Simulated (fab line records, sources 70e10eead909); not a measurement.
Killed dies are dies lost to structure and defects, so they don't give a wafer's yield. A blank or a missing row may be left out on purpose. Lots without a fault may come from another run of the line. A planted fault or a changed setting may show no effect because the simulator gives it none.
A struck lot beside a sound one | flow nand_harc | 25 steps out of a route of 1302
Sound: wafers L811.2, L811.3, L811.4. Struck: wafers L792.1, L792.3, L792.6. The cause comes at the end.
At each step with rows: each side's tool, then ch and its chambers, then its first start. Under that, the readings that differ: sound wafers | struck wafers | difference of the means | sigmas: that difference in standard deviations of wafers without a fault.
alike: readings whose means differ by less than 2 such deviations, and words and numbers that are the same on both sides. not compared: withheld readings, readings that some wafer has no value for, bounds like >300 that may hide the same value, and numbers for which the record gives no deviation and whose values overlap.
The two part at a step that has a row with sigmas, a row that says differs or no value, or rows on one side only. Numbers that don't overlap but have no deviation are shown without sigmas and don't part them. A reading that every wafer of one side lacks parts them only if that side has two wafers or more.

first, 8 steps without rows for these wafers: NHARC_A_CHANNEL_HOLE_D2_DEVELOP_09 (develop time 35 s); NHARC_A_CHANNEL_HOLE_D2_DESCUM_15 (chemistry O2, time 3 s); NHARC_A_CHANNEL_HOLE_D2_ETCH_38 (etches the open film in CF4, target depth 39 nm, time 65 s); NHARC_A_CHANNEL_HOLE_D2_ETCH_39 (etches the open film in N2/H2, target depth 260 nm, time 325 s); NHARC_A_CHANNEL_HOLE_D2_ETCH_34 (etches the open film in CF4/CHF3, target depth 154 nm, time 77 s); NHARC_A_CHANNEL_HOLE_D2_ETCH_16 (etches the open film in O2/COS, target depth 3100 nm, time 806 s); NHARC_A_CHANNEL_HOLE_D2_ETCH_19 (etches the open film in C4F8/O2/Ar, time 34.5 s); NHARC_A_CHANNEL_HOLE_D2_ETCH_20 (etches the open film in C4F8/O2/Ar, time 361.9 s, target depth 1600 nm).
NHARC_A_CHANNEL_HOLE_D2_ETCH_21: etches the open film in C4F8/O2/Ar, time 514.3 s, target depth 1600 nm.
  sound on har_etch-01 ch 0,1, day 22 16:11; struck on har_etch-01 ch 0,1, day 15 01:41
  no value came back on the struck wafers for any of 6 readings (c4f8_flow_sccm (sccm), chamber_pressure_mTorr (mTorr) and others); on the sound wafers c4f8_flow_sccm (sccm) reads 89.33 89.66 89.30
  not compared: rf_hours_counter_h
then, 9 steps without rows for these wafers: NHARC_A_CHANNEL_HOLE_D2_ETCH_22 (etches the open film in C4F8/O2/Ar, time 666.7 s, target depth 1600 nm); NHARC_A_CHANNEL_HOLE_D2_ETCH_23 (etches the open film in C4F8/O2/Ar, time 819 s, target depth 1600 nm); NHARC_A_CHANNEL_HOLE_D2_ETCH_24 (etches the open film in C4F8/O2/Ar, time 906.2 s, target depth 1500 nm); NHARC_A_CHANNEL_HOLE_D2_ETCH_25 (etches the open film in C4F8/O2/Ar, time 1040.2 s, target depth 1500 nm); NHARC_A_CHANNEL_HOLE_D2_ETCH_26 (etches the open film in C4F8/O2/Ar, time 224.1 s, target depth 300 nm); NHARC_A_CHANNEL_HOLE_D2_ETCH_27 (etches the open film in C4F8/O2/Ar, time 90 s, target depth 400 nm); NHARC_A_CHANNEL_HOLE_D2_STRIP_41 (strips in N2/H2); NHARC_A_CHANNEL_HOLE_D2_STRIP_42 (strips in CF4/CHF3); NHARC_A_CHANNEL_HOLE_D2_STRIP_43 (strips in O2/COS).
NHARC_A_CHANNEL_HOLE_D2_ETCH_44: etches the open film in CF4/O2, target depth 140 nm, overetch 14 nm, time 77 s.
  sound on rie_diel-06 ch 0,1,2, day 22 20:30; struck on rie_diel-04 ch 0,3, day 15 05:53
  reading                            | sound             | struck            | difference | sigmas
  model.A_CHANNEL_HOLE_D2.cd_nm (nm) | 89.47 88.08 92.37 | 100.2 98.26 101.9 | +10.1      |
  alike: bias_w, cf4_flow_sccm, drypump_motor_current_A, mfc_ar_sccm, oes_product_au, rf_vpp_V, showerhead_plenum_p_Torr, throttle_valve_pct
  not compared: rf_hours_counter_h
then, 3 steps without rows for these wafers: NHARC_A_CHANNEL_HOLE_D2_STRIP_28 (strips in O2); NHARC_A_CHANNEL_HOLE_D2_PRECLEAN_29 (cleans in SC1); NHARC_A_CHANNEL_HOLE_D2_SRD_30.
NHARC_A_CHANNEL_HOLE_D2_CD_MEAS_31:
  sound on cd_sem-01, day 22 21:18; struck on cd_sem-02, day 15 06:41
  reading    | sound          | struck        | difference | sigmas
  cd_nm (nm) | 88.6 87.3 91.9 | -0.7 0.0 -0.1 | -89.5      | -50
NHARC_A_CHANNEL_HOLE_D2_XSEM_32:
  sound on xsem-01 ch 0, day 22 21:23; struck on xsem-01 ch 0, day 15 06:46
  reading        | sound          | struck         | difference | sigmas
  bot_cd_nm (nm) | 73.1 72.1 76.4 | 0.0 0.5 0.0    | -73.7      | -41
  bow_nm (nm)    | 8.83 8.84 8.73 | 0.19 0.19 0.19 | -8.61      | -45
  alike: tilt_deg
-- the record jumps here: 12 days lie between the struck wafers' starts before and after (it left off in module A_CHANNEL_HOLE_D2 and takes up again in module END, whose first step shown is number 1302 of the route) --
NHARC_END_SORT_01:
  the record has rows for the struck wafers here (prober-02 ch 0, day 26 23:14) and none for the sound ones

WHERE THEY PART
First at NHARC_A_CHANNEL_HOLE_D2_ETCH_21; last, within this record, at NHARC_END_SORT_01.

WHY: what the simulator had put in
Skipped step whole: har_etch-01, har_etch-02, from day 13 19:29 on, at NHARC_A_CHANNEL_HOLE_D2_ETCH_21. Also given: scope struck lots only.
